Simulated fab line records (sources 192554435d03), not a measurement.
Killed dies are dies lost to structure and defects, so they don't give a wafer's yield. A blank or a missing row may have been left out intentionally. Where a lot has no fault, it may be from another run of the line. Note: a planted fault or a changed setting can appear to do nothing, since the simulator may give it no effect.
fab line records || flow n5Finfet
[record] {"lots": 4, "wafers": 12, "lastDay": 18}
route steps=1938 shown BEOL_M5@1185 BEOL_M6@1194
lots untouched by any fault: they come from a run of this same line in which no faults occurred
startH: the number of hours between the record's first day and the start of the first shown wafer of the lot || waitH: time in hours since the lot's previous step || " the same as in the row above || L1.1+2: a row that stands for several wafers || - no value present, or no start provided || * or withheld: withheld || < > ~ a bound
route shown NAME@n: a module of which the file shows steps, and the number in the route of the first || usual: mean/standard deviation of fault-free wafers || same: alike in all rows || chamber/n: place in a boat || sites: each site's reading || _std_site: their standard deviation || _edge_site: inner sites' mean taken away from outer sites' mean || radiusMm: how far each site lies from the wafer's centre || mask NAME#n: copy n || behind: the most recent tool/chamber to have shaped the wafer || hold: why the lot went on hold/how many hours it stayed there/how the hold came to an end || device: transistor that didn't switch, given as n, p or np || end of line: tests of these same wafers at the route's end || step lacking rows: just its recipe || killed: the dies lost at the first sort to structure and to defects; this is not the yield of the wafer || map: the dies of a wafer, with x for killed, . for not killed, _ for no die there
set.NAME: the run value of the setting; set.NAME@STEP: its run value at that earlier step || model.NAME: the simulator's own value behind a step, which no gauge read
lots at selected steps of the route; one table per step, one row per wafer
services: when a tool's chamber went out of use (startH, in hours from the record's first day, below 0 if earlier), for how many hours, and the reason
[[steps]]
[step N5_BEOL_M5_ANNEAL_51]
[recipe] {"tempC": 225, "timeS": 90, "ambient": "N2"}
[step N5_BEOL_M5_CMP_52]
[recipe] {"stopOn": "SiCOH_lowk", "tOverpolishS": 6.9, "downForcePsi": 1, "platenRpm": 50, "clearingPlatenDownForcePsi": 1.5, "clearingPlatenRpm": 50, "postCmpClean": "cuAlkaline", "targetThkNm": 62, "clearingPlatenPadVelocityMS": 0.99484, "padVelocityMS": 0.99484}
[step N5_BEOL_M5_PRE_CLEAN_77]
[recipe] {"gas": "NH3/H2", "timeS": 15, "tempC": "*", "rfPowerW": 300}
[step N5_BEOL_M5_CO_CAP_78]
[recipe] {"material": "Co", "targetThkA": 20, "tempC": 200, "precursor": "CCTBA/H2", "pressureTorr": 30, "timeS": 102.1}
[step N5_BEOL_M5_PRE_CLEAN_55]
[recipe] {"gas": "NH3", "timeS": 15, "tempC": "withheld", "rfPowerW": 300}
[step N5_BEOL_M5_DEP_56]
[recipe] {"material": "SiCN", "targetThkA": 80, "tempC": "withheld", "precursor": "3MS/NH3", "pressureTorr": 3, "rfW": 202, "timeS": 14}
[step N5_BEOL_M6_ILD_DEP_00]
[recipe] {"material": "SiCOH_lowk", "targetThkA": 1797.5, "tempC": 300, "precursor": "DEMS/porogen", "pressureTorr": 5, "rfW": 500, "timeS": 33.4}
[step N5_BEOL_M6_CURE_74]
[recipe] {"tempC": 385, "timeS": 240, "ambient": "He/Ar", "material": "SiCOH_lowk"}
[step N5_BEOL_M6_PECVD_70]
[recipe] {"material": "SiO2", "targetThkA": 200, "tempC": 400, "precursor": "TEOS/O2", "pressureTorr": 5.5, "rfW": 450, "teosFlowSccm": 53.8, "gas": "O2", "flowSccm": 3000, "timeS": 22.7}
[usual] {"chamberPressureTorr": "5.501/0.013", "heaterPowerW": "759/90", "showerheadPlenumPTorr": "8.76/0.057", "susceptorTempC": "400.00/0.23", "throttleValvePct": "22.7/1.2"}
{"lot.wafer": "L821.1", "tool": "pecvd-01", "chamber": 0, "startH": 260.28, "waitH": 0.0, "chamberPressureTorr": 5.511, "heaterPowerW": 903, "showerheadPlenumPTorr": 8.73, "susceptorTempC": 399.98, "throttleValvePct": 23.3, "model.SiO2_of_BEOL_M6_PECVD_70.thkNm": 20.2}
{"lot.wafer": "L821.5", "tool": "pecvd-01", "chamber": 1, "startH": 260.28, "waitH": 0.0, "chamberPressureTorr": 5.537, "heaterPowerW": 728, "showerheadPlenumPTorr": 8.75, "susceptorTempC": 399.99, "throttleValvePct": 23.0, "model.SiO2_of_BEOL_M6_PECVD_70.thkNm": 20.2}
{"lot.wafer": "L821.6", "tool": "pecvd-01", "chamber": 0, "startH": 260.28, "waitH": 0.0, "chamberPressureTorr": 5.501, "heaterPowerW": 886, "showerheadPlenumPTorr": 8.72, "susceptorTempC": 400.09, "throttleValvePct": 23.3, "model.SiO2_of_BEOL_M6_PECVD_70.thkNm": 20.4}
{"lot.wafer": "L825.1", "tool": "pecvd-01", "chamber": 2, "startH": 307.37, "waitH": 0.0, "chamberPressureTorr": 5.503, "heaterPowerW": 848, "showerheadPlenumPTorr": 8.81, "susceptorTempC": 400.05, "throttleValvePct": 21.6, "model.SiO2_of_BEOL_M6_PECVD_70.thkNm": 19.6}
{"lot.wafer": "L825.2", "tool": "pecvd-01", "chamber": 1, "startH": 307.37, "waitH": 0.0, "chamberPressureTorr": 5.478, "heaterPowerW": 770, "showerheadPlenumPTorr": 8.74, "susceptorTempC": 399.72, "throttleValvePct": 22.8, "model.SiO2_of_BEOL_M6_PECVD_70.thkNm": 20}
{"lot.wafer": "L825.5", "tool": "pecvd-01", "chamber": 1, "startH": 307.37, "waitH": 0.0, "chamberPressureTorr": 5.489, "heaterPowerW": 747, "showerheadPlenumPTorr": 8.76, "susceptorTempC": "-", "throttleValvePct": 22.7, "model.SiO2_of_BEOL_M6_PECVD_70.thkNm": 14.6}
{"lot.wafer": "L828.2", "tool": "pecvd-01", "chamber": 0, "startH": 311.92, "waitH": 0.0, "chamberPressureTorr": 5.496, "heaterPowerW": 743, "showerheadPlenumPTorr": 8.69, "susceptorTempC": 399.75, "throttleValvePct": 23.5, "model.SiO2_of_BEOL_M6_PECVD_70.thkNm": 20.2}
{"lot.wafer": "L828.4", "tool": "pecvd-01", "chamber": 0, "startH": 311.92, "waitH": 0.0, "chamberPressureTorr": 5.508, "heaterPowerW": 745, "showerheadPlenumPTorr": 8.68, "susceptorTempC": "-", "throttleValvePct": 23.5, "model.SiO2_of_BEOL_M6_PECVD_70.thkNm": 15.2}
{"lot.wafer": "L828.5", "tool": "pecvd-01", "chamber": 1, "startH": 311.92, "waitH": 0.0, "chamberPressureTorr": 5.501, "heaterPowerW": 687, "showerheadPlenumPTorr": 8.77, "susceptorTempC": "-", "throttleValvePct": 22.9, "model.SiO2_of_BEOL_M6_PECVD_70.thkNm": 15}
{"lot.wafer": "L831.1", "tool": "pecvd-02", "chamber": 0, "startH": 340.07, "waitH": 0.0, "chamberPressureTorr": 5.509, "heaterPowerW": 868, "showerheadPlenumPTorr": 8.84, "susceptorTempC": 400.04, "throttleValvePct": 24.1, "model.SiO2_of_BEOL_M6_PECVD_70.thkNm": 19.6}
{"lot.wafer": "L831.3", "tool": "pecvd-02", "chamber": 1, "startH": 340.07, "waitH": 0.0, "chamberPressureTorr": 5.489, "heaterPowerW": 691, "showerheadPlenumPTorr": 8.75, "susceptorTempC": 400.07, "throttleValvePct": 22.6, "model.SiO2_of_BEOL_M6_PECVD_70.thkNm": 20}
{"lot.wafer": "L831.5", "tool": "pecvd-02", "chamber": 0, "startH": 340.07, "waitH": 0.0, "chamberPressureTorr": 5.501, "heaterPowerW": 867, "showerheadPlenumPTorr": 8.87, "susceptorTempC": 399.92, "throttleValvePct": 23.9, "model.SiO2_of_BEOL_M6_PECVD_70.thkNm": 19.8}
[step N5_BEOL_M6_HM_DEP_02]
[recipe] {"material": "TiN", "targetThkA": 200, "tempC": 25, "chamberPressurePa": 0.49996}
[step N5_BEOL_M6_COAT_59]
[recipe] {"resist": "SOC", "tempC": 250, "timeS": 60, "spinRpm": 1500, "resistThkNm": 100}
[step N5_BEOL_M6_COAT_60]
[recipe] {"resist": "SiARC", "tempC": 220, "timeS": 60, "spinRpm": 1500, "resistThkNm": 35}
[step N5_BEOL_M6_COAT_05]
[recipe] {"resist": "CAR-ArF", "spinRpm": 1500, "resistThkNm": 90}
[step N5_BEOL_M6_EBR_07]
[recipe] {"solvent": "PGMEA", "ebrWidthMm": 1.5}
[step N5_BEOL_M6_SOFTBAKE_06]
[recipe] {"tempC": 110, "timeS": 60, "resist": "CAR-ArF"}
[step N5_BEOL_M6_EXPOSE_08]
[recipe] {"maskId": "M6", "na": 1.35, "sourceShape": "dipole", "sigmaInner": 0.817, "sigmaOuter": 0.97, "polarization": "te", "doseMj": 68.25}
[step N5_BEOL_M6_PEB_09]
[recipe] {"pebTempC": "withheld", "pebTimeS": 60, "resist": "CAR-ArF"}
[step N5_BEOL_M6_DEVELOP_10]
[recipe] {"developTimeS": 30, "developer": "TMAH", "resist": "CAR-ArF", "rinseLiquid": "diw", "dry": "airSpin", "devTempC": 23}
[step N5_BEOL_M6_DESCUM_16]
[recipe] {"chemistry": "O2", "timeS": 7.9, "sourcePowerW": 50, "biasPowerW": 20, "pressureMtorr": 20, "rfFrequencyHz": 2.712e+07, "tempC": 40, "resist": "CAR-ArF", "o2FlowSccm": 225}
[step N5_BEOL_M6_ETCH_61]
[recipe] {"chemistry": "CF4", "target": "SiARC", "targetDepthA": 455, "maskMaterial": "CAR-ArF", "timeS": 75.8, "ionEnergyEv": 80, "pressureMtorr": 40, "sourceW": 545, "biasW": 36, "Ar_flow_sccm": 100, "cf4FlowSccm": 100, "ends": "cleared"}
[step N5_BEOL_M6_ETCH_62]
[recipe] {"chemistry": "N2/H2", "target": "SOC", "targetDepthA": 1100, "overetchA": 220, "maskMaterial": "SiARC", "tempC": 40, "timeS": 165, "ionEnergyEv": 200, "pressureMtorr": 30, "sourceW": 840, "biasW": 150, "n2FlowSccm": 200, "h2FlowSccm": 200}
[step N5_BEOL_M6_STRIP_68]
[recipe] {"chemistry": "N2/H2", "tempC": 40, "n2FlowSccm": 200, "h2FlowSccm": 200, "rfFrequencyHz": 6e+07}
[step N5_BEOL_M6_STRIP_67]
[recipe] {"chemistry": "CF4", "resist": "SiARC", "powerW": 300, "biasPowerW": 75, "pressureMtorr": 50, "cf4FlowSccm": 150, "rfFrequencyHz": 6e+07}
[step N5_BEOL_M6_HM_OPEN_17]
[recipe] {"chemistry": "Cl2/BCl3", "targetDepthA": 200, "overetchA": 60, "target": "TiN", "maskMaterial": "SOC", "ionEnergyEv": 150, "pressureMtorr": 10, "icpW": 1000, "biasW": 126, "Cl2_flow_sccm": 53.25, "bcl3FlowSccm": 21.75, "Ar_flow_sccm": 25}
[step N5_BEOL_M6_STRIP_19]
[recipe] {"chemistry": "O2", "powerW": 400, "tempC": 40, "pressureMtorr": 30, "rfFrequencyHz": 6e+07, "biasPowerW": 0, "overashFraction": 0.2, "o2FlowSccm": 225}
[step N5_BEOL_M6_COAT_63]
[recipe] {"resist": "SOC", "tempC": 250, "timeS": 60, "spinRpm": 1500, "resistThkNm": 60}
[step N5_BEOL_M6_COAT_64]
[recipe] {"resist": "SiARC", "tempC": 220, "timeS": 60, "spinRpm": 1500, "resistThkNm": 12}
[step N5_BEOL_M6_COAT_71]
[recipe] {"resist": "underlayer", "tempC": 205, "timeS": 60, "spinRpm": 1500, "resistThkNm": 5}
[step N5_BEOL_M6_COAT_22]
[recipe] {"resist": "CAR-EUV", "spinRpm": 1500, "resistThkNm": 30}
[step N5_BEOL_M6_EBR_24]
[recipe] {"solvent": "PGMEA", "ebrWidthMm": 1.5}
[step N5_BEOL_M6_SOFTBAKE_23]
[recipe] {"tempC": 110, "timeS": 60, "resist": "CAR-EUV"}
[step N5_BEOL_M6_EXPOSE_25]
[recipe] {"maskId": "V5", "na": 0.33, "sourceShape": "annular", "sigmaInner": 0.4, "sigmaOuter": 0.8, "polarization": "unpolarized", "targetCdNm": 40, "doseMj": 45}
[step N5_BEOL_M6_PEB_26]
[recipe] {"pebTempC": 100, "pebTimeS": 60, "resist": "CAR-EUV"}
[step N5_BEOL_M6_DEVELOP_27]
[recipe] {"developTimeS": 30, "developer": "TMAH", "resist": "CAR-EUV", "rinseLiquid": "surfactantRinse", "dry": "airSpin", "devTempC": 23}
[step N5_BEOL_M6_HM_STRIP_39]
[recipe] {"chemistry": "peroxideTinStrip", "material": "TiN", "targetDepthA": 250, "tempC": 50, "timeS": 158}
{"lot.wafer": "L821.1+5", "tool": "wetBench-05", "chamber": "5,3", "startH": 264.45, "waitH": 0.0, "model.SiO2_of_BEOL_M6_PECVD_70.thkNm": 20}
{"lot.wafer": "L821.6", "tool": "wetBench-05", "chamber": 2, "startH": 264.45, "waitH": 0.0, "model.SiO2_of_BEOL_M6_PECVD_70.thkNm": 20.2}
{"lot.wafer": "L825.1", "tool": "wetBench-06", "chamber": 1, "startH": 310.18, "waitH": 0.0, "model.SiO2_of_BEOL_M6_PECVD_70.thkNm": 19.6}
{"lot.wafer": "L825.2", "tool": "wetBench-06", "chamber": 4, "startH": 310.18, "waitH": 0.0, "model.SiO2_of_BEOL_M6_PECVD_70.thkNm": 19.8}
{"lot.wafer": "L825.5", "tool": "wetBench-06", "chamber": 2, "startH": 310.18, "waitH": 0.0, "model.SiO2_of_BEOL_M6_PECVD_70.thkNm": 14.4}
{"lot.wafer": "L828.2", "tool": "wetBench-03", "chamber": 3, "startH": 316.80, "waitH": 0.0, "model.SiO2_of_BEOL_M6_PECVD_70.thkNm": 20}
{"lot.wafer": "L828.4", "tool": "wetBench-03", "chamber": 4, "startH": 316.80, "waitH": 0.0, "model.SiO2_of_BEOL_M6_PECVD_70.thkNm": 15.2}
{"lot.wafer": "L828.5", "tool": "wetBench-03", "chamber": 1, "startH": 316.80, "waitH": 0.0, "model.SiO2_of_BEOL_M6_PECVD_70.thkNm": 14.8}
{"lot.wafer": "L831.1", "tool": "wetBench-05", "chamber": 5, "startH": 342.35, "waitH": 0.0, "model.SiO2_of_BEOL_M6_PECVD_70.thkNm": 19.4}
{"lot.wafer": "L831.3+5", "tool": "wetBench-05", "chamber": "4,6", "startH": 342.35, "waitH": 0.0, "model.SiO2_of_BEOL_M6_PECVD_70.thkNm": 19.8}
[step N5_BEOL_M6_CMP_52]
[recipe] {"stopOn": "SiCOH_lowk", "tOverpolishS": 6.9, "downForcePsi": 1, "platenRpm": 50, "clearingPlatenDownForcePsi": 1.5, "clearingPlatenRpm": 50, "postCmpClean": "cuAlkaline", "targetThkNm": 80, "clearingPlatenPadVelocityMS": 0.99484, "padVelocityMS": 0.99484}
[usual] {"barrierFieldEndpointS": "29.0/0.85", "clearingPlatenRpm": "49.998/0.027", "motorCurrentA": "5.8/0.44"}
{"lot.wafer": "L821.1", "tool": "cmp-04", "chamber": 2, "startH": 267.95, "waitH": 0.3, "barrierFieldEndpointS": 28.5, "clearingPlatenRpm": 49.953, "motorCurrentA": 5.8}
{"lot.wafer": "L821.5", "tool": "cmp-04", "chamber": 1, "startH": 267.95, "waitH": 0.3, "barrierFieldEndpointS": 30.0, "clearingPlatenRpm": 50.013, "motorCurrentA": 5.3}
{"lot.wafer": "L821.6", "tool": "cmp-04", "chamber": 2, "startH": 267.95, "waitH": 0.3, "barrierFieldEndpointS": 28.6, "clearingPlatenRpm": 49.938, "motorCurrentA": 6.0}
{"lot.wafer": "L825.2", "tool": "cmp-04", "chamber": 2, "startH": 313.34, "waitH": 0.2, "barrierFieldEndpointS": 30.0, "clearingPlatenRpm": 50.013, "motorCurrentA": 6.1}
{"lot.wafer": "L825.1", "tool": "cmp-04", "chamber": 0, "startH": 313.34, "waitH": 0.2, "barrierFieldEndpointS": 29.0, "clearingPlatenRpm": 50.006, "motorCurrentA": 5.3}
{"lot.wafer": "L825.5", "tool": "cmp-04", "chamber": 2, "startH": 313.34, "waitH": 0.2, "barrierFieldEndpointS": 22.9, "clearingPlatenRpm": 50.008, "motorCurrentA": 5.8}
{"lot.wafer": "L828.2", "tool": "cmp-04", "chamber": 1, "startH": 319.02, "waitH": 0.4, "barrierFieldEndpointS": 30.6, "clearingPlatenRpm": 49.979, "motorCurrentA": 5.3}
{"lot.wafer": "L828.4", "tool": "cmp-04", "chamber": 2, "startH": 319.02, "waitH": 0.4, "barrierFieldEndpointS": 23.4, "clearingPlatenRpm": 49.992, "motorCurrentA": 5.8}
{"lot.wafer": "L828.5", "tool": "cmp-04", "chamber": 1, "startH": 319.02, "waitH": 0.4, "barrierFieldEndpointS": 23.0, "clearingPlatenRpm": 49.950, "motorCurrentA": 5.3}
{"lot.wafer": "L831.1", "tool": "cmp-02", "chamber": 2, "startH": 345.36, "waitH": 0.3, "barrierFieldEndpointS": 28.7, "clearingPlatenRpm": 49.972, "motorCurrentA": 6.1}
{"lot.wafer": "L831.3", "tool": "cmp-02", "chamber": 3, "startH": 345.36, "waitH": 0.3, "barrierFieldEndpointS": 28.0, "clearingPlatenRpm": 50.008, "motorCurrentA": 6.4}
{"lot.wafer": "L831.5", "tool": "cmp-02", "chamber": 3, "startH": 345.36, "waitH": 0.3, "barrierFieldEndpointS": 27.9, "clearingPlatenRpm": 49.999, "motorCurrentA": 6.8}
[[services]]
{"tool": "pecvd-01", "chamber": 2, "startH": 236.31, "hours": 2.1, "kind": "scheduledDown"}
{"tool": "pecvd-01", "chamber": 1, "startH": 281.62, "hours": 2.1, "kind": "scheduledDown"}
{"tool": "pecvd-02", "chamber": 0, "startH": 287.09, "hours": 2.1, "kind": "scheduledDown"}
{"tool": "cmp-02", "chamber": "-", "startH": 293.20, "hours": 6.2, "kind": "repair"}
{"tool": "pecvd-02", "chamber": "-", "startH": 297.46, "hours": 0.3, "kind": "repair"}
{"tool": "wetBench-03", "chamber": "-", "startH": 313.83, "hours": 1.9, "kind": "pm"}
{"tool": "cmp-02", "chamber": "-", "startH": 315.41, "hours": 6.9, "kind": "repair"}
[[key]]
[firstSign] {"step": "N5_BEOL_M6_CMP_52", "reading": "barrierFieldEndpointS", "direction": "down", "sigmas": 7, "usual": 29.0, "struck": 23.1}
effect none on later readings
[modelEffect] {"step": "N5_BEOL_M6_PECVD_70", "value": "SiO2_of_BEOL_M6_PECVD_70.thkNm", "without": 20.33, "struck": 14.93}
[modelEffect] {"step": "N5_BEOL_M6_HM_STRIP_39", "value": "SiO2_of_BEOL_M6_PECVD_70.thkNm", "without": 20.13, "struck": 14.8}
metAt N5_BEOL_M6_PECVD_70
struckWafers L825.5,L828.4,L828.5
onsetBetween 260.28 307.37
[fault] {"kind": "processParameterDrift", "tool": "pecvd-01", "chamber": "-", "onsetH": 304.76, "steps": "N5_BEOL_M6_PECVD_70", "channel": "timeS", "offset": "*", "shape": "step", "endH": 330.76, "scope": "struckWafersOnly", "actsIn": "*", "stated": "*"}
